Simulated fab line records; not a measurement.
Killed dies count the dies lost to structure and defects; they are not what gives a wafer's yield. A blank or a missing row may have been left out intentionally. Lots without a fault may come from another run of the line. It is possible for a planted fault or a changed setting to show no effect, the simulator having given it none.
fab line records | flow nandHarc
record: lots: 11 wafers: 33 lastDay: 32
route steps=1302 shown A_CHANNEL_HOLE_D2@589 END@1302
lots with no fault: from the same line, run without faults
startH: start of the lot's first displayed wafer, in hours after the record's first day | waitH: hours elapsed since this lot's preceding step | " identical to the entry in the row above | L1.1+2: several wafers, shown together as one row | - no value, or no start was given | * or withheld: withheld | < > ~ a bound
route shown NAME@n: NAME is a module with steps in the file, n the number in the route of the first one | usual: mean/standard deviation of fault-free wafers | same: alike in all rows | chamber/n: place in a boat | sites: readings site by site | _std_site: standard deviation of those values | _edge_site: outer sites' mean less inner sites' | radiusMm: for every site, how far away it sits from the centre of the wafer | mask NAME#n: copy n | behind: the tool/chamber that last shaped the wafer | hold: cause of the lot's hold/its duration in hours/its outcome | device: whichever transistor did not switch (one of n, p or np) | end of line: the tests these same wafers got at the end of their route | a step without rows: its recipe alone | killed: not the wafer's yield, but the dies lost to structure and defects at the first sort | map: a wafer's dies, marking killed ones x, the rest . and places with no die _
set.NAME: setting as actually run; set.NAME@STEP: the setting as run at that earlier step | model.NAME: the simulator's own value behind a step, which no gauge read
steps of the route over a sample of lots; a table a step, a row a wafer
services: when a tool's chamber went out of use (startH, in hours from the record's first day, below 0 if earlier), for how many hours, and the reason
== steps ==
step: NHARC_A_CHANNEL_HOLE_D2_ETCH_16
recipe: targetDepthA: 31000 overEtchFrac: 0.3 timeS: 806 ionEnergyEv: 150 o2FlowSccm: 400 cosFlowSccm: 20 arFlowSccm: 0 rfW: 500 biasW: 300 chemistry: O2/COS
usual: biasW: 300.2/0.98 drypumpMotorCurrentA: 5.6/0.45 oesProductAu: 0.998/0.01 rfVppV: 314.4/2.5 showerheadPlenumPTorr: 3.14/0.15 throttleValvePct: 28.330/0.0091
columns lot.wafer tool chamber startH waitH biasW drypumpMotorCurrentA oesProductAu rfHoursCounterH rfVppV showerheadPlenumPTorr throttleValvePct
L372.3 rieDiel-07 1 304.42 - 300.4 5.1 1.013 0.3 313.5 2.98 28.329
L372.1 " 3 " " 298.3 5.3 0.998 0.3 316.9 3.34 28.340
L372.5 " 1 " " 301.1 5.1 1.012 - 312.0 2.99 28.341
L374.1 rieDiel-05 2 321.46 - 300.2 6.3 0.994 5.8 313.0 3.14 28.333
L374.2 " 3 " " 301.1 5.0 0.989 7.2 317.4 3.29 28.348
L374.3 " 0 " " 301.5 5.6 0.975 6.7 313.5 3.03 28.332
L375.4 rieDiel-10 1 334.29 - 300.2 5.0 0.996 3.0 314.3 3.28 28.331
L375.5 " 0 " " 300.0 6.2 1.012 - 316.3 3.34 28.318
L375.6 " 1 " " 299.9 5.0 1.007 - 317.5 3.28 28.326
L377.1 rieDiel-10 2 353.27 - 301.9 5.7 1.012 5.2 313.1 3.08 28.331
L377.4 " 3 " " 299.9 6.1 0.989 5.2 311.7 3.00 28.335
L377.5 " 0 " " 302.2 6.3 1.013 - 316.3 3.34 28.324
L378.3 rieDiel-07 1 353.31 - 301.5 5.1 1.003 3.9 310.2 2.98 28.325
L378.4 " 3 " " 299.1 5.3 1.018 2.7 317.4 3.34 28.318
L378.5 " 1 " " 301.4 5.1 1.014 - 312.8 2.98 28.328
L380.3 rieDiel-10 2 377.04 - 300.2 5.6 1.007 6.7 314.1 3.08 28.327
L380.5 " 1 " " 300.6 5.0 0.993 - 316.7 3.28 28.326
L380.6 " 2 " " 300.8 5.6 0.994 - 314.0 3.08 28.324
L379.4 rieDiel-05 3 377.31 - 300.8 5.0 1.013 11.1 317.3 3.28 28.326
L379.6 " 0 " " 301.2 5.6 0.998 - 314.4 3.03 28.327
L379.5 " 1 " " 299.6 5.3 0.990 - 309.3 2.92 28.323
L381.4 rieDiel-10 2 388.75 - 300.0 5.6 0.984 7.9 313.8 3.08 28.329
L381.3 " 3 " " 300.8 6.1 0.992 7.7 313.7 2.99 28.306
L381.6 " 1 " " 301.0 5.0 0.995 - 316.2 3.28 28.336
L383.4 rieDiel-10 0 411.04 - 300.5 6.2 1.018 9.3 316.6 3.34 28.319
L383.1 " 2 " " 299.9 5.6 0.989 9.5 312.3 3.08 28.354
L383.5 " 1 " " 299.9 5.0 0.993 - 316.7 3.28 28.336
L391.4 rieDiel-05 1 495.75 - 300.6 5.3 0.982 6.2 310.8 2.91 28.325
L391.3 " 2 " " 301.0 6.3 0.999 6.0 313.9 3.14 28.341
L391.5 " 0 " " 301.1 5.6 0.997 - 311.9 3.03 28.328
L390.4 rieDiel-07 1 496.77 - 300.1 5.1 1.011 0.5 313.0 2.98 28.318
L390.2 " 0 " " 300.0 5.4 0.990 0.5 310.4 2.96 28.325
L390.6 " 2 " " 300.7 5.8 1.010 - 316.9 3.28 28.328
step: NHARC_A_CHANNEL_HOLE_D2_ETCH_20
recipe: biasV: 3000 sourceW: withheld pressureMtorr: 20 timeS: 361.9 arFlowSccm: 375 c4f8FlowSccm: 89.3 o2FlowSccm: 35.7 tempC: -20 targetDepthA: 16000 chemistry: C4F8/O2/Ar
usual: drypumpMotorCurrentA: 6.0/0.43 showerheadPlenumPTorr: 3.73/0.1 throttleValvePct: 32.155/0.0092
columns lot.wafer tool chamber startH waitH drypumpMotorCurrentA rfHoursCounterH showerheadPlenumPTorr throttleValvePct
L372.1 harEtch-01 1 305.18 0.1 6.2 156 3.70 32.160
L372.3 " 1 " " 6.2 - 3.70 32.141
L372.5 " 0 " " 5.9 - 3.84 32.152
L374.2 harEtch-02 1 327.85 0.1 6.6 375 3.72 32.141
L374.1 " 0 " " 5.4 375 3.58 32.158
L374.3 " 0 " " 5.4 - 3.58 32.160
L375.4 harEtch-02 1 336.33 0.2 6.6 - 3.72 32.143
L375.5 " 0 " " 5.4 - 3.57 32.151
L375.6 " 1 " " 6.6 - 3.72 32.151
L377.1 harEtch-02 1 356.04 0.1 6.6 394 3.71 32.145
L377.4 " 0 " " 5.4 - 3.57 32.155
L377.5 " 1 " " 6.6 - 3.71 32.148
L378.3 harEtch-01 1 356.41 0.2 6.1 - 3.68 32.145
L378.4 " 0 " " 5.9 - 3.83 32.170
L378.5 " 1 " " 6.2 - 3.68 32.151
L380.3 harEtch-02 0 377.85 0.2 5.4 - 3.56 32.166
L380.5 " 0 " " 5.4 - 3.56 32.161
L380.6 " 1 " " 6.6 - 3.71 32.165
L379.4 harEtch-01 0 378.06 0.2 5.9 - 3.82 32.142
L379.6 " 1 " " 6.2 - 3.67 32.150
L379.5 " 0 " " 5.9 - 3.82 32.162
L381.4 harEtch-01 1 395.61 0.2 6.2 - 3.67 32.156
L381.3 " 0 " " 5.9 - 3.81 32.137
L381.6 " 0 " " 5.9 - 3.81 32.149
L383.1 harEtch-02 1 414.27 0.1 6.7 11 3.70 32.165
L383.4 " 1 " " 6.6 - 3.70 32.161
L383.5 " 1 " " 6.6 - 3.70 32.153
L391.4 harEtch-01 1 496.56 0.2 6.2 - 3.63 32.151
L391.3 " 0 " " 5.9 - 3.78 32.153
L391.5 " 0 " " 5.9 - 3.78 32.156
L390.2 harEtch-02 0 497.58 0.1 5.4 57 3.90 32.142
L390.4 " 0 " " 5.4 - 3.90 32.161
L390.6 " 1 " " 6.6 - 3.67 32.138
step: NHARC_A_CHANNEL_HOLE_D2_ETCH_22
recipe: biasV: 3000 sourceW: withheld pressureMtorr: 20 timeS: 666.7 arFlowSccm: 375 c4f8FlowSccm: 89.3 o2FlowSccm: 35.7 tempC: -20 targetDepthA: 16000 chemistry: C4F8/O2/Ar
usual: drypumpMotorCurrentA: 6.0/0.43 showerheadPlenumPTorr: 3.73/0.1 throttleValvePct: 32.156/0.0082
columns lot.wafer tool chamber startH waitH drypumpMotorCurrentA rfHoursCounterH showerheadPlenumPTorr throttleValvePct
L372.1 harEtch-01 1 305.97 0.4 6.2 157 3.70 32.174
L372.3 " 1 " " 6.2 - 3.70 32.163
L372.5 " 0 " " 5.9 - 3.84 32.167
L374.2 harEtch-02 1 328.62 0.4 6.6 376 3.72 32.152
L374.1 " 0 " " 5.4 376 3.58 32.148
L374.3 " 0 " " 5.4 - 3.58 32.168
L375.4 harEtch-02 1 337.22 0.4 6.6 - 3.72 32.155
L375.5 " 0 " " 5.4 - 3.57 32.165
L375.6 " 1 " " 6.6 - 3.72 32.166
L377.1 harEtch-02 1 356.78 0.4 6.6 395 3.71 32.146
L377.4 " 0 " " 5.4 - 3.57 32.140
L377.5 " 1 " " 6.6 - 3.71 32.156
L378.3 harEtch-01 1 357.25 0.4 6.2 - 3.68 32.156
L378.4 " 0 " " 5.9 - 3.83 32.164
L378.5 " 1 " " 6.2 - 3.68 32.165
L380.3 harEtch-02 0 378.68 0.4 5.4 - 3.56 32.155
L380.5 " 0 " " 5.5 - 3.56 32.170
L380.6 " 1 " " 6.6 - 3.71 32.164
L379.4 harEtch-01 0 378.94 0.4 5.9 - 3.82 32.162
L379.6 " 1 " " 6.2 - 3.67 32.158
L379.5 " 0 " " 5.9 - 3.82 32.147
L381.4 harEtch-01 1 396.45 0.4 6.2 - 3.67 32.152
L381.3 " 0 " " 5.9 - 3.81 32.151
L381.6 " 0 " " 5.9 - 3.81 32.143
L383.1 harEtch-02 1 415.01 0.4 6.6 12 3.70 32.162
L383.4 " 1 " " 6.6 - 3.70 32.154
L383.5 " 1 " " 6.6 - 3.70 32.154
L391.4 harEtch-01 1 497.40 0.4 6.1 - 3.63 32.152
L391.3 " 0 " " 5.9 - 3.78 32.143
L391.5 " 0 " " 5.9 - 3.78 32.162
L390.2 harEtch-02 0 498.37 0.4 5.4 58 3.90 32.161
L390.4 " 0 " " 5.4 - 3.90 32.156
L390.6 " 1 " " 6.6 - 3.67 32.154
step: NHARC_A_CHANNEL_HOLE_D2_STRIP_28
recipe: o2FlowSccm: 500 arFlowSccm: 0 biasW: 0 chemistry: O2
usual: drypumpMotorCurrentA: 5.6/0.46 oesProductAu: 1.000/0.011 rfVppV: 57.9/0.95 showerheadPlenumPTorr: 3.55/0.16 throttleValvePct: 17.036/0.0083
same: biasW: 0
columns lot.wafer tool chamber startH waitH drypumpMotorCurrentA oesProductAu rfHoursCounterH rfVppV showerheadPlenumPTorr throttleValvePct
L372.3 rieDiel-05 0 - - 5.6 0.976 5.2 58.2 3.43 17.033
L372.1 " 1 " " 5.3 0.985 4.4 58.7 3.30 17.031
L372.5 " 0 " " 5.6 0.971 - 57.3 3.43 17.034
L374.1 rieDiel-10 2 - - 5.7 1.000 4.0 58.4 3.49 17.034
L374.3 " 0 " " 6.2 1.026 3.9 59.9 3.78 17.038
L374.2 " 1 " " 5.0 0.999 2.6 58.5 3.70 17.053
L375.4 rieDiel-05 1 - - 5.3 0.990 5.8 57.8 3.30 17.038
L375.6 " 3 " " 5.0 0.997 - 57.9 3.71 17.025
L375.5 " 0 " " 5.6 0.982 - 58.2 3.43 17.043
L377.4 rieDiel-05 3 - - 5.0 0.994 9.3 57.6 3.71 17.026
L377.1 " 2 " " 6.3 1.002 7.5 58.7 3.55 17.022
L377.5 " 3 " " 5.0 0.993 - 58.1 3.71 17.038
L378.3 rieDiel-10 0 - - 6.3 1.026 5.8 57.9 3.77 17.039
L378.4 " 1 " " 5.0 1.009 4.7 59.0 3.70 17.028
L378.5 " 3 " " 6.1 1.000 - 56.5 3.39 17.027
L380.3 rieDiel-10 2 - - 5.6 1.013 7.1 59.2 3.48 17.039
L380.5 " 2 " " 5.6 1.017 - 58.6 3.48 17.042
L380.6 " 3 " " 6.1 0.990 - 57.9 3.39 17.029
L379.6 rieDiel-05 1 - - 5.4 0.980 - 57.5 3.30 17.036
L379.4 " 2 " " 6.2 0.993 - 59.8 3.55 17.034
L379.5 " 0 " " 5.6 0.989 - 59.0 3.43 17.026
L381.3 rieDiel-07 3 - - 5.4 1.017 4.8 57.5 3.77 17.025
L381.4 " 0 " " 5.4 0.991 - 57.2 3.35 17.034
L381.6 " 2 " " 5.9 0.999 - 58.4 3.71 17.048
L383.4 rieDiel-10 0 - - 6.2 1.006 9.8 58.1 3.77 17.028
L383.1 " 3 " " 6.1 0.990 9.7 57.7 3.38 17.045
L383.5 " 1 " " 5.0 0.984 - 57.9 3.70 17.027
L391.4 rieDiel-05 3 - - 5.0 0.985 6.0 58.9 3.71 17.021
L391.3 " 0 " " 5.6 1.002 7.7 57.2 3.42 17.045
L391.5 " 0 " " 5.6 0.989 - 56.1 3.42 17.032
L390.2 rieDiel-07 1 - - 5.1 1.010 1.0 55.7 3.37 17.024
L390.4 " 2 " " 5.9 1.007 1.0 58.9 3.71 17.032
L390.6 " 0 " " 5.4 0.989 - 57.1 3.35 17.032
step: NHARC_A_CHANNEL_HOLE_D2_INSPECT_40
usual: rawDefectCount: 272/71
columns lot.wafer tool chamber startH waitH rawDefectCount
L372.1 defectInspect-02 - 310.73 - 158
L372.3 " - " " 223
L372.5 " - " " 193
L374.1 defectInspect-02 - 333.42 - 340
L374.2 " - " " 266
L374.3 " - " " 260
L375.4 defectInspect-01 - 341.81 - 243
L375.5 " - " " 278
L375.6 " - " " 200
L377.1 defectInspect-01 - 361.63 - 335
L377.4 " - " " 254
L377.5 " - " " 321
L378.3 defectInspect-02 - 361.91 - 346
L378.4 " - " " 290
L378.5 " - " " 262
L380.3 defectInspect-02 - 383.36 - 385
L380.5 " - " " 427
L380.6 " - " " 369
L379.4 defectInspect-02 - 383.66 - 258
L379.5 " - " " 344
L379.6 " - " " 239
L381.3 defectInspect-01 - 401.27 - 326
L381.4 " - " " 264
L381.6 " - " " 217
L383.1 defectInspect-01 - 419.84 - 1436
L383.4 " - " " 189
L383.5 " - " " 166
L391.3 defectInspect-02 - 502.05 - 367
L391.4 " - " " 269
L391.5 " - " " 295
L390.2 defectInspect-01 - 503.11 - 199
L390.4 " - " " 165
L390.6 " - " " 156
step: NHARC_END_SORT_01
recipe: tempC: 25
usual: killedAtArray: 54/17 killedAtOther: 1.0/1.4 killedAtPeriphery: 3.6/2.1 killedDies: 58/17 killedOpen: 3.2/2 killedShort: 2.5/1.5
same: grossDies: 677
columns lot.wafer tool chamber startH waitH killedAtArray killedAtOther killedAtPeriphery killedDies killedOpen killedShort
L383.1 prober-01 0 686.91 2.5 130 0 3 133 5 3
L383.4 prober-01 0 689.36 3.4 23 1 8 32 3 4
L383.5 prober-01 0 690.17 3.8 24 2 5 31 8 3
killed by level:class
L383.1 A_CHANNEL_HOLE_D2:unspecified=105 A_SLIT:chamberFilmFlake=8 A_CHANNEL_HOLE_D1:chamberFilmFlake=4 A_CONTACT:chamberFilmFlake=3 A_CHANNEL_HOLE_D2:geometricParticle:open=2 P_GATE:geometricParticle:short=1 A_CHANNEL_HOLE_D1:geometricParticle:open=1 A_ONON_D2:geometricParticle:open=1
L383.4 A_CHANNEL_HOLE_D1:chamberFilmFlake=7 P_BONDPAD:chamberFilmFlake=6 A_BLC:chamberFilmFlake=5 A_WL_FILL:geometricParticle:short=2 A_CHANNEL_HOLE_D1:geometricParticle:short=1 A_CHANNEL_FILL_D1:geometricParticle:open=1 A_BLC:geometricParticle:short=1 A_M0:geometricParticle:open=1
L383.5 A_CHANNEL_HOLE_D1:chamberFilmFlake=7 A_M0:geometricParticle:open=5 P_BONDPAD:chamberFilmFlake=3 A_SLIT:chamberFilmFlake=3 A_DECK1_JOINT:chamberFilmFlake=2 P_CONTACT:geometricParticle:open=1 A_CHANNEL_FILL_D1:geometricParticle:open=1 A_ONON_D2:geometricParticle:short=1
== services ==
columns tool chamber startH hours kind
rieDiel-07 - 281.58 0.6 repair
rieDiel-07 - 294.20 9.0 pm
harEtch-01 - 315.20 4.6 repair
rieDiel-07 3 327.45 5.5 repair
rieDiel-07 0 350.20 1.6 repair
rieDiel-07 1 355.01 2.6 repair
harEtch-02 - 381.82 17.0 pm
harEtch-02 0 381.82 17.0 ventCycle
harEtch-02 1 381.82 17.0 ventCycle
rieDiel-05 3 382.28 13.2 repair
rieDiel-10 0 389.88 7.4 repair
rieDiel-07 1 391.64 15.6 repair
rieDiel-05 0 397.94 7.1 repair
harEtch-02 0 398.82 - clean
harEtch-02 0 398.82 - consumableReplace:focusRing
harEtch-02 0 398.82 - consumableReplace:showerhead
rieDiel-05 - 406.80 9.0 pm
rieDiel-10 - 419.50 9.0 pm
rieDiel-05 1 421.32 13.4 repair
rieDiel-07 - 447.16 5.8 repair
rieDiel-07 2 454.82 7.0 repair
rieDiel-05 - 465.20 0.4 repair
rieDiel-07 - 471.20 9.0 pm
rieDiel-05 0 496.11 4.1 repair
== key ==
firstSign: step: NHARC_A_CHANNEL_HOLE_D2_INSPECT_40 reading: rawDefectCount direction: up sigmas: 16 usual: 272 struck: 1436
effect: step: NHARC_END_SORT_01 reading: killedAtArray direction: up sigmas: 4.4 usual: 54 struck: 130
moreKillsBornAt: NHARC_A_CHANNEL_HOLE_D2_ETCH_16@rieDiel-10: 101
metAt NHARC_A_CHANNEL_HOLE_D2_ETCH_16
struckLots L383
struckWafers L383.1
testerLeftOut L383
notActingAt NHARC_A_CHANNEL_HOLE_D2_ETCH_20,NHARC_A_CHANNEL_HOLE_D2_ETCH_22,NHARC_A_CHANNEL_HOLE_D2_STRIP_28
onsetBetween 388.75 411.04
fault: kind: chamberParticleSource tool: rieDiel-10 chamber: 2 onsetH: 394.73 steps: NHARC_A_CHANNEL_HOLE_D2_ETCH_16 ratePerVisitCm2: 1.9149 endH: 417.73
testerLeftOut: of these lots the tester's yield and bins aren't shown, on N5 and GAA mostly nor the transistor test; their killed dies are dies lost to structure and defects alone, not to doping, threshold or leakage, so they don't give the yield
